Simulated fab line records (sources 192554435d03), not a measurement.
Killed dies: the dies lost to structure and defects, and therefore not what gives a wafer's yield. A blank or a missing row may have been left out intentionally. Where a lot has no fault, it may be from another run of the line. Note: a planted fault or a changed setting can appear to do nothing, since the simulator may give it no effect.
Chamber matching + flow n5-finfet + rie-diel-02 running N5_BEOL_M5_VIA_ETCH_34: 4 sister chambers
The step etches SiCOH lowk in C4F6/O2, target depth 88.3 nm, time 39.2 s. 4 wafers are shown with their chamber, then 7 later ones without.

WAFERS WITH THEIR CHAMBER
| wafer  | chamber | drypump-motor-current-A (A) |
|--------|---------|-----------------------------|
| L083.2 | 2       | 5.8                         |
| L085.5 | 0       | 6.0                         |
| L085.6 | 3       | 5.0                         |
| L090.5 | 1       | 5.9                         |

WAFERS MISSING THEIR CHAMBER
| wafer  | drypump-motor-current-A (A) |
|--------|-----------------------------|
| L090.6 | 5.8                         |
| L094.4 | 5.8                         |
| L094.5 | 5.1                         |
| L094.6 | 6.0                         |
| L095.1 | 5.1                         |
| L095.5 | 5.9                         |
| L095.6 | 6.0                         |

WHICH CHAMBER EACH ONE RAN IN
| wafer  | from the rows above          | in truth |
|--------|------------------------------|----------|
| L090.6 | can't be placed: 2 or 1      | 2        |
| L094.4 | can't be placed: 2 or 1      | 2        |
| L094.5 | 3                            | 3        |
| L094.6 | can't be placed: 0 or 1      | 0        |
| L095.1 | 3                            | 3        |
| L095.5 | can't be placed: 1 or 0 or 2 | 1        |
| L095.6 | can't be placed: 0 or 1      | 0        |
Correctly placed: 2 of 7. Cannot be placed on the basis of these rows: 5; the candidates contain the true chamber in 5. Wrongly placed: 0.
How it was worked out, from the rows above alone: a wafer's distance from a chamber is the root of the sum, over the readings, of the square of ((its reading less the chamber's mean) divided by the reading's scatter). If the next closest chamber is less than 2 further off than the closest, the wafer can't be placed; otherwise it belongs to the closest. For every chamber, the mean is computed from those of its wafers that are shown. The scatter (one wafer shown for each chamber): square how far every hidden wafer sits from the nearest shown wafer, average those squares and take the square root.
